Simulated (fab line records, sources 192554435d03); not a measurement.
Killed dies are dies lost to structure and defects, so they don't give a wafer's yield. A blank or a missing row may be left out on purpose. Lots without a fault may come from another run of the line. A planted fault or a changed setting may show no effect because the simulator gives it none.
fab line records | flow n5_finfet
record lots=11 wafers=32 last_day=17
route steps=1938 shown BEOL_M7@1301
lots that met no fault: from a run of the same line without faults
start_h: hours from the record's first day to the start of the lot's first wafer shown | wait_h: hours since the lot's step before | " the same as in the row above | L1.1+2: a row that stands for several wafers | - no value, or no start given | * or withheld: withheld | < > ~ a bound
route shown NAME@n: a module of which the file shows steps, and the number in the route of the first | usual: mean/standard deviation of fault-free wafers | same: alike in all rows | chamber/n: place in a boat | sites: the reading at each site | _std_site: their standard deviation | _edge_site: outer sites' mean less inner sites' | radius_mm: how far each site lies from the wafer's centre | mask NAME#n: copy n | behind: the tool/chamber that last shaped the wafer | hold: why the lot was held/for how many hours/how that ended | device: the transistor (n, p or np) that didn't switch | end of line: the same wafers' tests at the end of the route | a step without rows: its recipe alone | killed: dies lost to structure and defects at the first sort, not the wafer's yield | map: a wafer's dies, x killed, . not, _ none there
set.NAME: the setting as run; set.NAME@STEP: as run at that earlier step | model.NAME: the simulator's own value behind a step, which no gauge read
steps of the route over a sample of lots; a table a step, a row a wafer
services: from which hour (start_h, from the record's first day; less than 0 if before it) a tool's chamber was out of use, for how many hours, and why
## steps
# step N5_BEOL_M7_ETCH_65
# recipe chemistry=CF4 target=SiARC target_depth_a=156 mask_material=CAR-EUV time_s=26 ion_energy_ev=80 pressure_mtorr=40 source_w=545 bias_w=36 Ar_flow_sccm=100 cf4_flow_sccm=100 ends=cleared
# usual bias_w=35.98/0.1 chamber_pressure_mTorr=40.00/0.038 drypump_motor_current_A=5.8/0.54 etch_rf_on_time_s=25.9/0.46 oes_product_au=0.68/0.067 rf_vpp_V=184.2/1.3 showerhead_plenum_p_Torr=2.16/0.072 throttle_valve_pct=15.62/0.23
# columns lot.wafer tool chamber start_h wait_h bias_w chamber_pressure_mTorr drypump_motor_current_A etch_rf_on_time_s oes_product_au rf_hours_counter_h rf_vpp_V showerhead_plenum_p_Torr throttle_valve_pct
L472.1 rie_diel-02 0 196.70 0.0 35.94 39.99 5.1 25.3 0.79 20 184.5 2.28 15.76
L472.4 " 1 " " 35.92 39.94 5.5 26.2 0.63 - 183.0 2.22 15.67
L472.6 " 0 " " 36.03 40.00 5.1 25.1 0.80 - 186.3 2.28 15.77
L473.1 rie_diel-05 0 213.58 0.0 36.07 39.96 5.6 25.8 0.80 13 183.5 2.10 15.16
L473.2 " 2 " " 35.85 39.96 5.4 25.7 0.63 191 183.5 2.13 15.97
L473.3 " 3 " " 35.98 40.01 5.8 25.7 0.82 5 185.5 2.28 15.44
L471.1 rie_diel-06 1 220.95 0.0 36.13 40.11 5.5 26.9 0.62 193 182.1 2.05 15.65
L471.4 " 2 " " 36.05 39.99 6.5 26.4 0.64 163 185.4 2.14 15.76
L471.5 " 0 " " 35.99 39.91 5.7 25.7 0.73 - 184.9 2.17 15.30
L475.1 rie_diel-02 0 226.94 0.0 35.88 39.96 5.1 25.3 0.76 33 185.9 2.27 15.79
L475.2 " 1 " " 36.00 39.98 5.5 26.2 0.62 178 187.2 2.21 15.70
L475.6 " 3 " " 36.15 39.98 6.6 25.1 0.78 - 183.9 2.18 15.27
L478.1 rie_diel-06 3 255.17 0.0 35.91 40.00 6.6 26.0 0.69 100 182.8 2.07 15.61
L478.3 " 2 " " 35.86 39.99 6.5 26.1 0.65 173 185.6 2.14 15.77
L478.5 " 3 " " 35.93 40.00 6.5 25.7 0.70 - 182.7 2.07 15.59
L481.4 rie_diel-06 3 272.63 0.0 35.92 40.02 6.6 26.0 0.68 105 182.3 2.07 15.61
L481.6 " 2 " " 36.15 40.03 6.5 26.2 0.64 - 182.8 2.14 15.78
L483.3 rie_diel-02 3 279.74 0.0 36.12 39.92 6.6 25.6 0.74 42 184.7 2.17 15.30
L483.4 " 2 " " 36.06 40.01 5.1 26.7 0.67 106 183.6 2.07 15.51
L483.5 " 1 " " 35.90 39.99 5.5 26.4 0.62 - 184.0 2.21 15.73
L485.1 rie_diel-06 1 293.77 0.0 35.87 40.06 5.5 26.6 0.60 215 183.6 2.04 15.67
L485.2 " 0 " " 36.12 39.98 5.7 25.8 0.69 75 186.0 2.17 15.32
L485.3 " 2 " " 35.97 40.01 6.5 26.4 0.63 185 183.0 2.13 15.80
L489.2 rie_diel-05 1 312.70 0.0 35.93 40.05 5.8 25.9 0.62 219 185.2 2.21 15.84
L489.3 " 2 " " 36.27 40.02 5.4 25.8 0.61 220 182.1 2.12 16.02
L489.5 " 1 " " 36.02 40.01 5.9 26.0 0.61 - 185.6 2.21 15.85
L491.1 rie_diel-06 0 327.49 0.0 36.03 39.95 5.7 25.9 0.69 81 184.7 2.16 15.35
L491.2 " 1 " " 36.08 40.00 5.5 26.9 0.60 222 183.2 2.04 15.69
L491.6 " 2 " " 36.02 40.01 6.5 26.5 0.62 - 184.1 2.13 15.82
L492.1 rie_diel-02 2 333.95 0.0 35.76 40.02 5.1 26.3 0.66 125 183.9 2.06 15.57
L492.2 " 1 " " 36.03 40.04 5.5 26.2 0.60 212 184.4 2.20 15.76
L492.4 " 3 " " 36.05 39.99 6.6 25.5 0.72 - 183.8 2.17 15.34
# step N5_BEOL_M7_CVD_78
# recipe material=Co target_thk_a=20 temp_c=withheld precursor=CCTBA/H2 pressure_torr=30 time_s=142.3
# usual run_length_s=165.3/0.58
# columns lot.wafer tool chamber start_h wait_h run_length_s
L472.1 cvd_co-01 0 199.92 0.0 164.8
L472.4 " 1 " " 164.9
L472.6 " 0 " " 165.6
L473.1 cvd_co-02 2 215.17 0.0 165.7
L473.2 " 1 " " 165.7
L473.3 " 0 " " 164.6
L471.1 cvd_co-02 2 224.17 0.0 165.8
L471.4 " 1 " " 166.1
L471.5 " 2 " " 165.6
L475.1 cvd_co-02 1 229.70 0.1 165.9
L475.2 " 2 " " 165.5
L475.6 " 1 " " 166.4
L478.1 cvd_co-01 1 256.87 0.3 165.3
L478.3 " 0 " " 165.1
L478.5 " 1 " " 164.9
L481.4 cvd_co-01 0 274.31 0.1 234.3
L481.6 " 1 " " 233.8
L483.3 cvd_co-01 0 281.40 0.3 164.8
L483.4 " 0 " " 234.0
L483.5 " 1 " " 164.5
L485.1 cvd_co-02 1 299.09 0.0 165.8
L485.2 " 0 " " 164.3
L485.3 " 2 " " 165.6
L489.2 cvd_co-02 0 315.57 0.0 164.2
L489.3 " 1 " " 165.5
L489.5 " 2 " " 165.6
L491.1 cvd_co-02 1 330.54 0.0 166.1
L491.2 " 2 " " 165.8
L491.6 " 1 " " 165.5
L492.1 cvd_co-02 2 335.48 0.1 165.9
L492.2 " 0 " " 164.8
L492.4 " 0 " " 165.3
# step N5_BEOL_M7_CMP_52
# recipe stop_on=SiCOH_lowk t_overpolish_s=6.9 down_force_psi=1 platen_rpm=50 clearing_platen_down_force_psi=1.5 clearing_platen_rpm=50 post_cmp_clean=cu_alkaline target_thk_nm=80 clearing_platen_pad_velocity_m_s=0.99484 pad_velocity_m_s=0.99484
# usual barrier_field_endpoint_s=28.7/0.62 motor_current_A=6.0/0.66 overpolish_run_s=6.899/0.0085 slurry_filter_dp_kPa=13.50/0.14 time_to_endpoint_s=62.4/2.4
# columns lot.wafer tool chamber start_h wait_h barrier_field_endpoint_s motor_current_A overpolish_run_s slurry_filter_dp_kPa time_to_endpoint_s
L472.1 cmp-04 3 200.93 0.3 28.6 6.0 6.904 13.53 63.1
L472.4 " 0 " " 29.0 5.8 6.893 13.59 60.9
L472.6 " 0 " " 29.0 5.4 6.901 13.70 62.9
L473.2 cmp-03 2 216.01 0.3 28.7 5.3 6.909 13.21 62.0
L473.1 " 3 " " 28.2 6.5 6.905 13.35 62.1
L473.3 " 0 " " 29.1 6.7 6.900 13.58 62.8
L471.4 cmp-04 3 224.79 0.1 29.1 6.1 6.896 13.51 63.5
L471.1 " 1 " " 28.2 7.6 6.903 13.75 64.5
L471.5 " 3 " " 28.5 5.9 6.904 13.45 62.0
L475.2 cmp-01 0 230.43 0.2 29.2 6.4 6.890 13.40 62.5
L475.1 " 1 " " 28.7 6.7 6.894 13.40 61.9
L475.6 " 3 " " 28.8 6.6 6.915 13.22 61.5
L478.1 cmp-03 0 258.55 0.3 29.9 6.3 6.906 13.45 66.0
L478.3 " 2 " " 29.7 5.4 6.896 13.40 64.2
L478.5 " 0 " " 29.6 6.0 6.892 13.54 65.5
L481.4 cmp-04 0 275.00 0.2 29.5 5.7 6.899 13.36 66.9
L481.6 " 3 " " 29.0 5.8 6.895 13.45 66.6
L483.4 cmp-04 0 282.45 0.2 29.2 5.7 6.911 13.27 65.6
L483.3 " 2 " " 28.6 5.8 6.903 13.52 62.5
L483.5 " 0 " " 29.7 5.7 6.899 13.51 67.0
L485.1 cmp-04 1 299.79 0.3 29.7 6.6 6.897 13.53 67.8
L485.2 " 2 " " 29.2 5.4 6.898 13.69 63.4
L485.3 " 0 " " 29.1 5.4 6.907 13.34 64.7
L489.2 cmp-03 3 316.27 0.2 27.9 6.6 6.892 13.52 64.5
L489.3 " 2 " " 27.6 5.2 6.889 13.61 57.4
L489.5 " 0 " " 29.6 6.4 6.889 13.62 64.7
L491.1 cmp-01 3 331.59 0.3 28.5 6.3 6.907 13.21 62.4
L491.2 " 0 " " 28.3 6.1 6.901 13.45 61.6
L491.6 " 2 " " 29.1 7.1 6.881 13.69 62.5
L492.4 cmp-03 3 336.38 0.1 28.1 6.6 6.895 13.74 61.0
L492.1 " 0 " " 28.0 6.2 6.902 13.47 57.5
L492.2 " 1 " " 27.6 5.1 6.907 13.45 56.6
# step N5_BEOL_M7_DEP_56
# recipe material=SiCN target_thk_a=100 temp_c=withheld precursor=3MS/NH3 pressure_torr=3 rf_w=202 time_s=17.5
# usual showerhead_plenum_p_Torr=3.658/0.0096 throttle_valve_pct=8.9/0.44
# same time_s=17.5
# columns lot.wafer tool chamber start_h wait_h showerhead_plenum_p_Torr throttle_valve_pct
L472.1 pecvd-03 1 201.29 0.0 3.658 8.8
L472.4 " 0 " " 3.654 8.7
L472.6 " 1 " " 3.660 8.8
L473.1 pecvd-04 1 216.34 0.0 3.659 9.8
L473.2 " 0 " " 3.658 9.1
L473.3 " 1 " " 3.645 9.7
L471.1 pecvd-04 0 225.17 0.0 3.658 8.7
L471.4 " 1 " " 3.659 9.6
L471.5 " 0 " " 3.651 9.2
L475.1 pecvd-03 2 230.75 0.0 3.651 8.8
L475.2 " 1 " " 3.657 8.7
L475.6 " 2 " " 3.638 8.6
L478.1 pecvd-02 1 258.86 0.0 3.683 9.2
L478.3 " 2 " " 3.667 8.6
L478.5 " 1 " " 3.682 9.4
L481.4 pecvd-03 1 275.34 0.0 3.660 8.6
L481.6 " 2 " " 3.653 8.7
L483.3 pecvd-03 1 282.77 0.0 3.665 8.7
L483.4 " 1 " " 3.670 8.3
L483.5 " 2 " " 3.653 8.8
L485.1 pecvd-02 0 300.15 0.0 3.641 9.5
L485.2 " 1 " " 3.674 9.3
L485.3 " 2 " " 3.657 8.2
L489.2 pecvd-04 1 316.62 0.0 3.651 9.7
L489.3 " 2 " " 3.669 8.6
L489.5 " 2 " " 3.670 8.5
L491.1 pecvd-02 0 331.88 0.0 3.645 9.4
L491.2 " 1 " " 3.681 9.5
L491.6 " 2 " " 3.672 8.5
L492.1 pecvd-03 1 336.74 0.0 3.660 8.9
L492.2 " 0 " " 3.670 8.8
L492.4 " 2 " " 3.652 8.8
## services
# columns tool chamber start_h hours kind
cmp-04 - 174.50 1.8 repair
rie_diel-02 2 187.47 42.2 repair
rie_diel-05 - 197.43 0.5 repair
cmp-04 - 212.57 4.0 pm
cvd_co-01 - 226.69 1.1 repair
pecvd-02 1 242.54 2.1 repair
cmp-04 - 253.81 6.2 pm
cmp-01 - 263.13 2.2 repair
cmp-03 - 263.69 4.0 pm
pecvd-03 - 263.84 1.6 repair
pecvd-02 - 266.62 1.8 repair
cmp-03 - 269.16 8.9 pm
cvd_co-02 - 279.31 1.3 repair
rie_diel-06 2 297.63 7.9 repair
cvd_co-01 1 301.21 3.3 repair
rie_diel-06 - 302.99 14.6 pm
pecvd-03 - 307.52 3.1 repair
cvd_co-02 2 307.79 5.4 repair
rie_diel-02 0 316.48 3.8 repair
pecvd-02 2 325.63 3.6 repair
rie_diel-06 0 329.38 30.4 repair
rie_diel-02 0 333.06 3.4 repair
pecvd-04 - 335.62 0.3 repair
cvd_co-01 0 336.58 2.0 repair
## key
first_sign step=N5_BEOL_M7_CVD_78 reading=run_length_s direction=up sigmas=99+ usual=* struck=*
effect none on later readings
met_at N5_BEOL_M7_CVD_78
struck_lots L481,L483
struck_wafers L481.4,L481.6,L483.4
not_acting_at N5_BEOL_M7_ETCH_65,N5_BEOL_M7_CMP_52,N5_BEOL_M7_DEP_56
onset_between 256.87 274.31
fault kind=process_parameter_drift tool=cvd_co-01 chamber=- onset_h=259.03 steps=N5_BEOL_M7_CVD_78 channel=time_s offset=* shape=step end_h=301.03 scope=struck_wafers_only acts_in=* stated=*
